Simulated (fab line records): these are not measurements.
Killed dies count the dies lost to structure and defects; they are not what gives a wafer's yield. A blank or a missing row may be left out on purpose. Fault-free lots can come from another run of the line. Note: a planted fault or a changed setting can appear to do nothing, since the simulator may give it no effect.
fab line records	flow nandHarc
record: lots: 24	wafers: 72	lastDay: 24
route steps=1159 shown A_STAIRCASE@741 A_SGD_CUT@758 A_SLIT@791
lots with no fault: from the same line, run without faults
startH: the number of hours between the record's first day and the start of the first shown wafer of the lot	waitH: how many hours have passed since the lot's step before this one	" identical to the entry in the row above	L1.1+2: a single row standing in for several wafers	- no value present, or no start provided	* or withheld: withheld	< > ~ a bound
route shown NAME@n: NAME is a module with steps in the file, n the number in the route of the first one	usual: the fault-free wafers' mean and standard deviation	same: alike in all rows	chamber/n: place in a boat	sites: each site's reading	_std_site: the values' standard deviation	_edge_site: mean of outer sites minus mean of inner sites	radiusMm: for every site, how far away it sits from the centre of the wafer	mask NAME#n: copy n	behind: tool/chamber where the wafer was last shaped	hold: why the lot was held/for how many hours/how that ended	device: which transistor (n, p or np) failed to switch	end of line: at the end of the route, the tests of the same wafers	where a step has no rows: the recipe by itself	killed: count of dies lost to structure and defects at first sort (not the wafer's yield)	map: per-die view of a wafer (x killed, . not killed, _ where there is no die)
set.NAME: the setting that was run; set.NAME@STEP: the one run at that earlier step	model.NAME: the simulator's own value behind a step, which no gauge read
steps of the route over a sample of lots; a table a step, a row a wafer
services: when a tool's chamber went out of use (startH, in hours from the record's first day, below 0 if earlier), for how many hours, and the reason
== steps ==
step: NHARC_A_STAIRCASE_STRIP_475
recipe: timeS: 20	o2FlowSccm: 500	arFlowSccm: 0	biasW: 0	chemistry: O2
usual: drypumpMotorCurrentA: 5.5/0.53	oesProductAu: 0.999/0.0066	rfVppV: 57.7/0.91	showerheadPlenumPTorr: 3.53/0.14	throttleValvePct: 17.038/0.0092
lot.wafer	tool	chamber	startH	waitH	drypumpMotorCurrentA	oesProductAu	rfHoursCounterH	rfVppV	showerheadPlenumPTorr	throttleValvePct
L074.2	rieDiel-11	2	-	-	5.8	0.992	36	56.7	3.51	17.039
L074.1	"	3	"	"	6.5	1.006	36	56.3	3.31	17.038
L074.3	"	0	"	"	6.0	0.991	37	57.1	3.61	17.057
L075.3	rieDiel-09	1	-	-	4.9	1.006	16	57.0	3.48	17.023
L075.4	"	2	"	"	4.9	0.998	17	56.1	3.49	17.047
L075.1	"	0	"	"	5.0	0.995	15	57.3	3.52	17.035
L077.2	rieDiel-08	3	-	-	5.5	1.002	3	57.7	3.41	17.033
L077.6	"	1	"	"	5.6	0.994	-	57.5	3.31	17.040
L077.5	"	2	"	"	5.4	0.990	-	57.9	3.77	17.044
L076.3	rieDiel-08	0	-	-	6.2	0.993	2	58.2	3.65	17.040
L076.5	"	2	"	"	5.3	1.001	-	58.5	3.77	17.038
L076.6	"	3	"	"	5.5	1.002	-	56.9	3.41	17.050
L078.1	rieDiel-11	3	-	-	6.5	1.009	44	57.4	3.31	17.052
L078.4	"	0	"	"	6.0	1.004	45	57.5	3.60	17.040
L078.5	"	2	"	"	5.8	0.994	-	56.5	3.50	17.043
L080.3	rieDiel-09	3	340.35	0.2	5.5	0.995	32	59.0	3.79	17.023
L080.2	"	0	"	"	5.1	1.002	30	57.2	3.51	17.030
L080.4	"	3	"	"	5.5	0.992	-	59.3	3.79	17.029
L081.2	rieDiel-08	0	-	-	6.2	0.987	11	58.7	3.65	17.034
L081.1	"	2	"	"	5.4	1.000	12	56.6	3.76	17.053
L081.4	"	3	"	"	5.4	0.990	12	58.4	3.40	17.045
L079.2	rieDiel-11	1	-	-	6.2	1.002	50	56.3	3.64	17.039
L079.3	"	3	"	"	6.5	0.998	52	57.2	3.31	17.045
L079.4	"	0	"	"	6.0	0.993	53	56.7	3.60	17.032
L082.3	rieDiel-09	3	-	-	5.5	1.004	41	58.0	3.78	17.038
L082.4	"	0	"	"	5.1	1.006	38	56.8	3.51	17.035
L082.2	"	1	"	"	4.9	1.007	39	58.6	3.47	17.028
L083.1	rieDiel-09	1	-	-	4.9	0.995	39	57.3	3.47	17.035
L083.2	"	2	"	"	4.9	0.996	28	58.1	3.49	17.029
L083.4	"	3	"	"	5.6	0.981	41	57.5	3.78	17.024
L084.4	rieDiel-09	3	-	-	5.5	0.999	43	58.9	3.78	17.035
L084.2	"	0	"	"	5.0	1.015	41	57.0	3.51	17.047
L084.5	"	1	"	"	4.9	1.008	-	56.8	3.47	17.040
L088.2	rieDiel-09	2	-	-	4.9	1.002	35	57.2	3.48	17.019
L088.4	"	3	"	"	5.6	1.010	47	58.4	3.78	17.047
L088.5	"	0	"	"	5.0	1.015	-	58.5	3.51	17.029
L085.1	rieDiel-08	3	-	-	5.4	1.001	25	57.9	3.40	17.034
L085.3	"	0	"	"	6.2	1.002	28	58.3	3.64	17.054
L085.6	"	2	"	"	5.3	1.001	-	58.6	3.75	17.044
L087.2	rieDiel-09	0	-	-	5.1	1.003	46	58.3	3.51	17.033
L087.4	"	1	"	"	4.9	0.994	47	56.2	3.47	17.035
L087.1	"	3	"	"	5.5	0.994	47	58.6	3.78	17.035
L086.3	rieDiel-09	2	-	-	4.9	1.000	36	57.3	3.48	17.041
L086.4	"	3	"	"	5.6	1.008	48	58.6	3.78	17.046
L086.6	"	0	"	"	5.1	0.999	-	55.9	3.51	17.050
L090.3	rieDiel-09	2	-	-	4.9	1.001	38	58.4	3.48	17.027
L090.5	"	0	"	"	5.1	1.001	-	56.1	3.50	17.036
L090.6	"	1	"	"	4.9	0.996	-	58.7	3.46	17.035
L089.3	rieDiel-09	2	-	-	4.9	0.996	38	58.6	3.48	17.048
L089.2	"	0	"	"	5.1	1.006	50	57.9	3.50	17.045
L089.4	"	1	"	"	4.9	1.007	52	56.9	3.46	17.037
L092.2	rieDiel-09	1	-	-	4.9	1.001	58	57.4	3.46	17.037
L092.1	"	3	"	"	5.5	0.997	58	59.0	3.77	17.043
L092.6	"	2	"	"	4.9	1.000	-	56.8	3.48	17.036
L094.3	rieDiel-11	1	-	-	6.2	1.004	13	57.6	3.63	17.032
L094.4	"	2	"	"	5.9	0.997	13	57.3	3.49	17.036
L094.6	"	1	"	"	6.2	1.007	-	58.8	3.63	17.042
L091.4	rieDiel-09	3	-	-	5.5	1.000	58	58.2	3.77	17.049
L091.3	"	0	"	"	5.1	1.004	58	58.0	3.50	17.035
L091.5	"	3	"	"	5.5	0.990	-	58.2	3.77	17.041
L093.3	rieDiel-08	0	421.89	0.2	6.2	0.998	40	57.5	3.63	17.039
L093.4	"	1	"	"	5.6	0.992	-	56.6	3.29	17.043
L093.5	"	0	"	"	6.2	1.002	-	58.8	3.63	17.036
L097.1	rieDiel-11	0	-	-	6.0	0.996	17	58.8	3.58	17.027
L097.4	"	2	"	"	5.9	1.000	19	58.8	3.48	17.035
L097.3	"	3	"	"	6.5	1.002	17	58.6	3.29	17.020
L095.1	rieDiel-11	3	-	-	6.5	0.994	17	56.3	3.29	17.036
L095.4	"	0	"	"	6.0	1.001	17	60.0	3.58	17.036
L095.6	"	0	"	"	6.0	1.002	-	59.4	3.58	17.019
L096.3	rieDiel-11	3	-	-	6.5	1.014	18	58.3	3.29	17.040
L096.4	"	1	"	"	6.2	1.012	20	56.9	3.63	17.027
L096.1	"	2	"	"	5.8	1.001	20	57.4	3.48	17.032
step: NHARC_A_SGD_CUT_CD_MEAS_09
recipe: targetCdNm: 100	landingEnergyEv: 500
usual: cdNm: 100.2/0.49
lot.wafer	tool	chamber	startH	waitH	cdNm
L074.1	cdSem-02	0	304.06	-	100.3
L074.2	"	0	"	"	99.7
L074.3	"	0	"	"	100.3
L075.1	cdSem-02	0	304.51	-	101.0
L075.3	"	0	"	"	101.4
L075.4	"	0	"	"	100.5
L077.2	cdSem-01	0	316.92	-	100.1
L077.5	"	0	"	"	100.5
L077.6	"	0	"	"	100.1
L076.3	cdSem-01	0	317.17	-	100.4
L076.5	"	0	"	"	100.4
L076.6	"	0	"	"	100.6
L078.1	cdSem-01	0	324.33	-	100.3
L078.4	"	0	"	"	99.8
L078.5	"	0	"	"	100.5
L080.2	cdSem-03	0	341.86	-	100.5
L080.3	"	0	"	"	100.3
L080.4	"	0	"	"	100.5
L081.1	cdSem-02	0	342.24	-	100.0
L081.2	"	0	"	"	100.4
L081.4	"	0	"	"	100.2
L079.2	cdSem-01	0	342.91	-	100.5
L079.3	"	0	"	"	100.3
L079.4	"	0	"	"	100.7
L082.2	cdSem-01	0	363.12	-	98.8
L082.3	"	0	"	"	99.4
L082.4	"	0	"	"	99.7
L083.1	cdSem-03	0	363.81	-	100.2
L083.2	"	0	"	"	99.9
L083.4	"	0	"	"	99.7
L084.2	cdSem-03	0	370.03	-	100.1
L084.4	"	0	"	"	99.7
L084.5	"	0	"	"	100.1
L088.2	cdSem-01	0	380.30	-	100.3
L088.4	"	0	"	"	100.4
L088.5	"	0	"	"	100.8
L085.1	cdSem-03	0	380.53	-	100.2
L085.3	"	0	"	"	99.8
L085.6	"	0	"	"	100.2
L087.1	cdSem-03	0	381.30	-	100.6
L087.2	"	0	"	"	100.5
L087.4	"	0	"	"	100.3
L086.3	cdSem-02	0	385.64	-	100.2
L086.4	"	0	"	"	100.0
L086.6	"	0	"	"	101.0
L090.3	cdSem-01	0	392.74	-	100.2
L090.5	"	0	"	"	100.3
L090.6	"	0	"	"	100.8
L089.2	cdSem-01	0	392.94	-	100.9
L089.3	"	0	"	"	100.6
L089.4	"	0	"	"	101.0
L092.1	cdSem-01	0	421.85	-	100.3
L092.2	"	0	"	"	100.8
L092.6	"	0	"	"	100.3
L094.3	cdSem-02	0	422.04	-	99.6
L094.4	"	0	"	"	100.3
L094.6	"	0	"	"	100.1
L091.3	cdSem-03	0	422.38	-	100.1
L091.4	"	0	"	"	100.5
L091.5	"	0	"	"	99.9
L093.3	cdSem-02	0	423.51	-	100.1
L093.4	"	0	"	"	100.3
L093.5	"	0	"	"	99.8
L097.1	cdSem-01	0	436.97	-	99.6
L097.3	"	0	"	"	99.1
L097.4	"	0	"	"	99.4
L095.1	cdSem-02	0	437.30	-	100.3
L095.4	"	0	"	"	99.7
L095.6	"	0	"	"	100.1
L096.1	cdSem-01	0	438.90	-	99.5
L096.3	"	0	"	"	100.0
L096.4	"	0	"	"	99.9
step: NHARC_A_SGD_CUT_DESCUM_14
recipe: timeS: 3	o2FlowSccm: 200	arFlowSccm: 0	biasPowerW: 0	chemistry: O2
usual: drypumpMotorCurrentA: 5.6/0.46	oesProductAu: 0.999/0.0064	rfVppV: 57.7/0.94	showerheadPlenumPTorr: 1.92/0.083	throttleValvePct: 11.313/0.0089
lot.wafer	tool	chamber	startH	waitH	drypumpMotorCurrentA	oesProductAu	rfHoursCounterH	rfVppV	showerheadPlenumPTorr	throttleValvePct
L074.2	rieDiel-04	2	304.25	0.1	6.1	0.990	0	58.2	1.98	11.321
L074.1	"	3	"	"	6.0	0.997	0	54.9	1.77	11.307
L074.3	"	1	"	"	5.0	0.984	0	58.2	1.93	11.319
L075.3	rieDiel-07	2	304.71	0.1	6.4	1.004	5	57.7	2.02	11.323
L075.4	"	3	"	"	5.6	1.017	5	59.5	2.04	11.298
L075.1	"	0	"	"	5.4	1.006	5	58.0	1.91	11.311
L077.2	rieDiel-07	3	317.12	0.1	5.6	1.002	5	57.2	2.04	11.324
L077.5	"	3	"	"	5.7	1.004	-	58.4	2.04	11.323
L077.6	"	0	"	"	5.4	0.999	-	58.3	1.91	11.298
L076.3	rieDiel-04	2	317.36	0.1	6.1	0.990	2	59.1	1.98	11.310
L076.6	"	1	"	"	5.0	1.000	-	59.5	1.93	11.314
L076.5	"	2	"	"	6.1	0.995	-	58.5	1.98	11.308
L078.1	rieDiel-13	1	324.51	0.1	5.8	1.007	4	57.8	1.95	11.316
L078.4	"	3	"	"	6.0	1.000	4	60.1	1.96	11.332
L078.5	"	2	"	"	5.3	0.992	-	58.5	1.82	11.309
L080.3	rieDiel-07	3	342.04	0.1	5.6	1.003	7	58.3	2.04	11.316
L080.2	"	1	"	"	4.7	1.002	7	56.0	1.78	11.299
L080.4	"	2	"	"	6.4	0.996	7	58.9	2.02	11.310
L081.1	rieDiel-04	1	342.43	0.1	5.0	1.000	4	58.7	1.93	11.309
L081.2	"	2	"	"	6.0	0.997	4	58.7	1.98	11.302
L081.4	"	1	"	"	5.0	0.997	-	57.4	1.93	11.314
L079.2	rieDiel-13	0	343.09	0.1	5.5	1.004	7	58.5	1.95	11.311
L079.3	"	1	"	"	5.8	1.002	7	57.8	1.95	11.298
L079.4	"	3	"	"	6.0	0.997	7	57.5	1.96	11.321
L082.4	rieDiel-13	2	363.31	0.1	5.3	0.986	9	57.6	1.82	11.323
L082.2	"	3	"	"	6.0	1.004	8	57.4	1.96	11.309
L082.3	"	0	"	"	5.4	1.007	8	57.4	1.95	11.309
L083.2	rieDiel-04	0	364.01	0.1	5.3	1.007	5	58.1	1.91	11.309
L083.4	"	1	"	"	5.0	1.001	6	58.3	1.93	11.303
L083.1	"	2	"	"	6.0	0.997	6	57.5	1.98	11.314
L084.2	rieDiel-13	0	370.21	0.1	5.5	1.004	9	57.9	1.95	11.311
L084.4	"	2	"	"	5.3	0.998	9	58.4	1.82	11.306
L084.5	"	0	"	"	5.5	1.002	-	57.8	1.95	11.335
L088.4	rieDiel-13	3	380.48	0.1	6.0	0.995	10	59.6	1.96	11.328
L088.2	"	2	"	"	5.3	0.999	11	57.9	1.82	11.318
L088.5	"	3	"	"	6.0	1.005	-	58.5	1.96	11.323
L085.1	rieDiel-04	0	380.71	0.1	5.3	1.001	8	57.8	1.91	11.308
L085.3	"	2	"	"	6.0	0.996	8	56.5	1.98	11.317
L085.6	"	0	"	"	5.3	0.998	-	59.8	1.91	11.318
L087.2	rieDiel-07	0	381.49	0.1	5.4	1.000	10	56.8	1.91	11.316
L087.1	"	2	"	"	6.4	0.990	8	57.8	2.02	11.305
L087.4	"	3	"	"	5.6	1.006	9	58.4	2.04	11.309
L086.3	rieDiel-04	2	385.83	0.1	6.0	0.993	9	58.6	1.98	11.303
L086.4	"	0	"	"	5.3	0.998	9	59.1	1.91	11.335
L086.6	"	1	"	"	5.0	1.002	-	56.2	1.93	11.318
L090.3	rieDiel-04	2	392.94	0.1	6.0	0.990	10	57.9	1.98	11.322
L090.5	"	3	"	"	6.0	1.008	-	55.7	1.77	11.334
L090.6	"	0	"	"	5.3	1.006	-	57.5	1.91	11.327
L089.2	rieDiel-07	2	393.13	0.1	6.4	1.004	10	57.6	2.02	11.309
L089.4	"	0	"	"	5.4	1.011	11	57.6	1.91	11.320
L089.3	"	1	"	"	4.7	1.006	11	56.7	1.78	11.292
L092.2	rieDiel-07	3	422.04	0.1	5.7	0.998	0	59.3	2.04	11.323
L092.1	"	2	"	"	6.4	0.986	0	57.6	2.02	11.315
L092.6	"	0	"	"	5.4	1.001	-	56.8	1.91	11.291
L094.4	rieDiel-04	3	422.22	0.1	6.0	0.994	12	58.3	1.77	11.303
L094.3	"	1	"	"	5.0	0.999	13	57.4	1.93	11.310
L094.6	"	0	"	"	5.3	0.994	-	57.9	1.91	11.295
L091.3	rieDiel-13	1	422.57	0.1	5.8	1.005	15	57.7	1.94	11.318
L091.4	"	2	"	"	5.3	1.003	15	56.8	1.82	11.323
L091.5	"	0	"	"	5.5	0.999	-	58.4	1.95	11.311
L093.4	rieDiel-07	0	423.70	0.1	5.4	0.992	1	57.1	1.91	11.307
L093.3	"	1	"	"	4.7	0.985	1	57.0	1.78	11.326
L093.5	"	2	"	"	6.4	0.989	-	58.0	2.02	11.318
L097.4	rieDiel-04	3	437.16	0.1	6.0	0.999	14	57.9	1.77	11.308
L097.3	"	0	"	"	5.3	1.004	13	57.6	1.91	11.309
L097.1	"	1	"	"	5.0	0.999	14	58.1	1.93	11.316
L095.4	rieDiel-13	3	437.49	0.1	6.0	0.995	14	57.3	1.96	11.318
L095.1	"	0	"	"	5.5	1.000	15	55.4	1.95	11.304
L095.6	"	3	"	"	6.0	1.002	-	58.6	1.96	11.316
L096.3	rieDiel-04	0	439.09	0.1	5.3	0.995	13	57.1	1.91	11.308
L096.1	"	1	"	"	5.0	0.997	15	56.8	1.93	11.314
L096.4	"	2	"	"	6.0	0.987	14	57.6	1.98	11.289
step: NHARC_A_SLIT_OVL_MEAS_10
usual: overlayXNm: 0.0/0.84	overlayYNm: 0.0/0.92
lot.wafer	tool	chamber	startH	waitH	overlayXNm	overlayYNm
L074.1	overlay-02	-	313.68	-	-0.2	0.6
L074.2	"	-	"	"	-0.5	0.0
L074.3	"	-	"	"	0.3	0.1
L075.1	overlay-02	-	313.83	-	1.1	-0.2
L075.3	"	-	"	"	1.2	-0.1
L075.4	"	-	"	"	1.6	-0.4
L077.2	overlay-02	-	327.29	-	0.0	0.5
L077.5	"	-	"	"	0.6	-0.5
L077.6	"	-	"	"	0.9	-0.4
L076.3	overlay-01	-	327.62	-	-0.3	0.2
L076.5	"	-	"	"	-0.1	-0.1
L076.6	"	-	"	"	-1.0	0.1
L078.1	overlay-01	-	337.33	-	-0.6	0.7
L078.4	"	-	"	"	-1.4	1.1
L078.5	"	-	"	"	-0.7	0.6
L081.1	overlay-02	-	351.61	-	-0.3	-0.2
L081.2	"	-	"	"	-0.4	-0.6
L081.4	"	-	"	"	-0.4	0.2
L080.2	overlay-01	-	351.79	-	2.2	0.8
L080.3	"	-	"	"	1.8	0.7
L080.4	"	-	"	"	2.0	1.1
L079.2	overlay-01	-	352.32	-	1.0	-1.3
L079.3	"	-	"	"	1.3	-1.2
L079.4	"	-	"	"	1.0	-1.4
L083.1	overlay-01	-	379.65	-	-0.1	-0.5
L083.2	"	-	"	"	-0.3	-1.5
L083.4	"	-	"	"	-0.8	-1.1
L082.2	overlay-02	-	379.82	-	-1.0	-0.8
L082.3	"	-	"	"	-1.0	-1.0
L082.4	"	-	"	"	-0.8	-0.6
L084.2	overlay-01	-	382.45	-	-1.3	-0.2
L084.4	"	-	"	"	-1.5	-0.8
L084.5	"	-	"	"	-0.9	-0.6
L088.2	overlay-01	-	391.61	-	-0.3	-0.1
L088.4	"	-	"	"	-0.1	0.9
L088.5	"	-	"	"	-0.1	-0.4
L087.1	overlay-02	-	391.83	-	-0.6	0.3
L087.2	"	-	"	"	-0.7	0.0
L087.4	"	-	"	"	-0.8	0.1
L085.1	overlay-01	-	392.55	-	1.4	1.0
L085.3	"	-	"	"	0.5	0.1
L085.6	"	-	"	"	0.9	-0.1
L086.3	overlay-01	-	395.24	-	0.4	0.1
L086.4	"	-	"	"	0.1	0.3
L086.6	"	-	"	"	0.5	0.5
L089.2	overlay-01	-	402.46	-	0.2	1.0
L089.3	"	-	"	"	0.3	0.1
L089.4	"	-	"	"	-0.1	0.8
L090.3	overlay-02	-	402.49	-	-0.1	-1.1
L090.5	"	-	"	"	-0.5	-1.1
L090.6	"	-	"	"	-0.3	-1.4
L092.1	overlay-01	-	431.47	-	-0.7	-1.3
L092.2	"	-	"	"	-0.7	-1.2
L092.6	"	-	"	"	-0.9	-1.0
L093.3	overlay-02	-	432.83	-	-0.4	2.3
L093.4	"	-	"	"	-0.8	2.2
L093.5	"	-	"	"	-0.6	2.8
L094.3	overlay-01	-	432.98	-	0.6	-1.4
L094.4	"	-	"	"	0.1	-1.1
L094.6	"	-	"	"	-0.1	-1.3
L091.3	overlay-02	-	433.38	-	1.2	0.7
L091.4	"	-	"	"	0.6	1.3
L091.5	"	-	"	"	0.3	1.8
L097.1	overlay-01	-	448.23	-	0.8	-1.0
L097.3	"	-	"	"	0.8	-0.7
L097.4	"	-	"	"	0.7	-0.9
L096.1	overlay-01	-	448.60	-	-0.5	-0.1
L096.3	"	-	"	"	-0.6	0.0
L096.4	"	-	"	"	-0.4	0.6
L095.1	overlay-02	-	449.88	-	-0.7	-0.2
L095.4	"	-	"	"	-0.7	-0.4
L095.6	"	-	"	"	-0.5	0.3
step: NHARC_A_SLIT_INSPECT_11
usual: rawDefectCount: 23/10
lot.wafer	tool	chamber	startH	waitH	rawDefectCount
L074.1	defectInspect-01	-	313.72	0.0	25
L074.2	"	-	"	"	27
L074.3	"	-	"	"	38
L075.1	defectInspect-01	-	313.87	0.0	19
L075.3	"	-	"	"	20
L075.4	"	-	"	"	30
L077.2	defectInspect-01	-	327.32	0.0	20
L077.5	"	-	"	"	22
L077.6	"	-	"	"	21
L076.3	defectInspect-01	-	327.66	0.0	15
L076.5	"	-	"	"	21
L076.6	"	-	"	"	15
L078.1	defectInspect-02	-	337.37	0.0	18
L078.4	"	-	"	"	21
L078.5	"	-	"	"	8
L081.1	defectInspect-02	-	351.65	0.0	11
L081.2	"	-	"	"	8
L081.4	"	-	"	"	10
L080.2	defectInspect-01	-	351.83	0.0	35
L080.3	"	-	"	"	27
L080.4	"	-	"	"	28
L079.2	defectInspect-01	-	352.36	0.0	28
L079.3	"	-	"	"	37
L079.4	"	-	"	"	37
L083.1	defectInspect-02	-	379.69	0.0	36
L083.2	"	-	"	"	29
L083.4	"	-	"	"	32
L082.2	defectInspect-02	-	379.86	0.0	16
L082.3	"	-	"	"	13
L082.4	"	-	"	"	10
L084.2	defectInspect-02	-	382.48	0.0	9
L084.4	"	-	"	"	7
L084.5	"	-	"	"	12
L088.2	defectInspect-02	-	391.64	0.0	23
L088.4	"	-	"	"	13
L088.5	"	-	"	"	16
L087.1	defectInspect-02	-	391.86	0.0	15
L087.2	"	-	"	"	12
L087.4	"	-	"	"	10
L085.1	defectInspect-01	-	392.59	0.0	27
L085.3	"	-	"	"	21
L085.6	"	-	"	"	35
L086.3	defectInspect-02	-	395.28	0.0	21
L086.4	"	-	"	"	22
L086.6	"	-	"	"	31
L089.2	defectInspect-01	-	402.50	0.0	8
L089.3	"	-	"	"	17
L089.4	"	-	"	"	11
L090.3	defectInspect-02	-	402.52	0.0	39
L090.5	"	-	"	"	27
L090.6	"	-	"	"	27
L092.1	defectInspect-02	-	431.50	0.0	41
L092.2	"	-	"	"	35
L092.6	"	-	"	"	39
L093.3	defectInspect-02	-	432.86	0.0	8
L093.4	"	-	"	"	19
L093.5	"	-	"	"	28
L094.3	defectInspect-02	-	433.02	0.0	29
L094.4	"	-	"	"	45
L094.6	"	-	"	"	45
L091.3	defectInspect-02	-	433.42	0.0	37
L091.4	"	-	"	"	34
L091.5	"	-	"	"	35
L097.1	defectInspect-02	-	448.27	0.0	14
L097.3	"	-	"	"	19
L097.4	"	-	"	"	15
L096.1	defectInspect-02	-	448.64	0.0	39
L096.3	"	-	"	"	32
L096.4	"	-	"	"	33
L095.1	defectInspect-01	-	449.92	0.0	11
L095.4	"	-	"	"	11
L095.6	"	-	"	"	17
step: NHARC_A_SLIT_CD_MEAS_21
usual: cdNm: 289.6/0.66
lot.wafer	tool	chamber	startH	waitH	cdNm
L074.1	cdSem-02	-	317.20	-	290.8
L074.2	"	-	"	"	289.6
L074.3	"	-	"	"	290.2
L075.1	cdSem-01	-	318.88	-	290.4
L075.3	"	-	"	"	290.4
L075.4	"	-	"	"	290.8
L077.2	cdSem-03	-	330.79	-	290.4
L077.5	"	-	"	"	289.9
L077.6	"	-	"	"	290.0
L076.3	cdSem-03	-	332.47	-	289.2
L076.5	"	-	"	"	289.4
L076.6	"	-	"	"	289.4
L078.1	cdSem-03	-	340.84	-	287.7
L078.4	"	-	"	"	288.3
L078.5	"	-	"	"	288.3
L081.1	cdSem-03	-	355.25	-	290.0
L081.2	"	-	"	"	290.5
L081.4	"	-	"	"	290.0
L080.2	cdSem-01	-	355.28	-	289.9
L080.3	"	-	"	"	289.6
L080.4	"	-	"	"	290.4
L079.2	cdSem-03	-	356.92	-	289.4
L079.3	"	-	"	"	290.0
L079.4	"	-	"	"	290.2
L083.1	cdSem-03	-	383.15	-	288.6
L083.2	"	-	"	"	289.5
L083.4	"	-	"	"	289.0
L082.2	cdSem-03	-	384.82	-	289.7
L082.3	"	-	"	"	290.4
L082.4	"	-	"	"	290.9
L084.2	cdSem-02	-	386.49	-	289.2
L084.4	"	-	"	"	289.4
L084.5	"	-	"	"	288.7
L088.2	cdSem-03	-	397.13	-	288.9
L088.4	"	-	"	"	289.2
L088.5	"	-	"	"	289.0
L087.1	cdSem-02	-	397.29	-	289.9
L087.2	"	-	"	"	289.1
L087.4	"	-	"	"	289.0
L085.1	cdSem-02	-	398.79	-	289.9
L085.3	"	-	"	"	289.5
L085.6	"	-	"	"	289.4
L086.3	cdSem-03	-	398.99	-	290.2
L086.4	"	-	"	"	290.7
L086.6	"	-	"	"	289.8
L089.2	cdSem-02	-	406.07	-	290.4
L089.3	"	-	"	"	289.8
L089.4	"	-	"	"	290.7
L090.3	cdSem-01	-	406.38	-	289.9
L090.5	"	-	"	"	290.0
L090.6	"	-	"	"	289.8
L092.1	cdSem-01	-	434.95	-	289.2
L092.2	"	-	"	"	289.5
L092.6	"	-	"	"	289.8
L093.3	cdSem-01	-	439.05	-	290.2
L093.4	"	-	"	"	290.7
L093.5	"	-	"	"	289.0
L094.3	cdSem-02	-	440.73	-	288.7
L094.4	"	-	"	"	288.1
L094.6	"	-	"	"	288.9
L091.3	cdSem-03	-	450.79	-	289.8
L091.4	"	-	"	"	289.3
L091.5	"	-	"	"	289.6
L097.1	cdSem-03	-	451.90	-	289.5
L097.3	"	-	"	"	289.7
L097.4	"	-	"	"	288.9
L096.1	cdSem-01	-	452.48	-	289.8
L096.3	"	-	"	"	289.3
L096.4	"	-	"	"	289.4
L095.1	cdSem-02	-	453.58	-	289.4
L095.4	"	-	"	"	289.5
L095.6	"	-	"	"	289.0
== services ==
tool	chamber	startH	hours	kind
rieDiel-04	2	288.49	2.6	repair
rieDiel-09	0	288.60	-	clean
rieDiel-09	1	288.60	-	clean
rieDiel-09	2	288.60	-	clean
rieDiel-09	3	288.60	-	clean
rieDiel-04	-	289.09	9.0	pm
rieDiel-08	-	302.28	9.0	pm
rieDiel-13	-	313.05	1.5	repair
rieDiel-09	0	313.20	-	clean
rieDiel-09	1	313.20	-	clean
rieDiel-09	2	313.20	-	clean
rieDiel-09	3	313.20	-	clean
rieDiel-09	0	338.84	-	clean
rieDiel-04	0	340.37	7.3	repair
rieDiel-08	0	341.33	3.9	repair
rieDiel-08	1	343.02	7.6	repair
rieDiel-08	3	343.92	6.9	repair
rieDiel-07	1	359.94	4.6	repair
rieDiel-07	2	364.65	12.1	repair
rieDiel-11	-	366.51	9.0	pm
rieDiel-13	3	384.56	8.6	repair
rieDiel-07	-	405.27	9.0	pm
rieDiel-08	2	418.57	3.9	repair
rieDiel-09	-	431.10	9.0	pm
== key ==
fault none
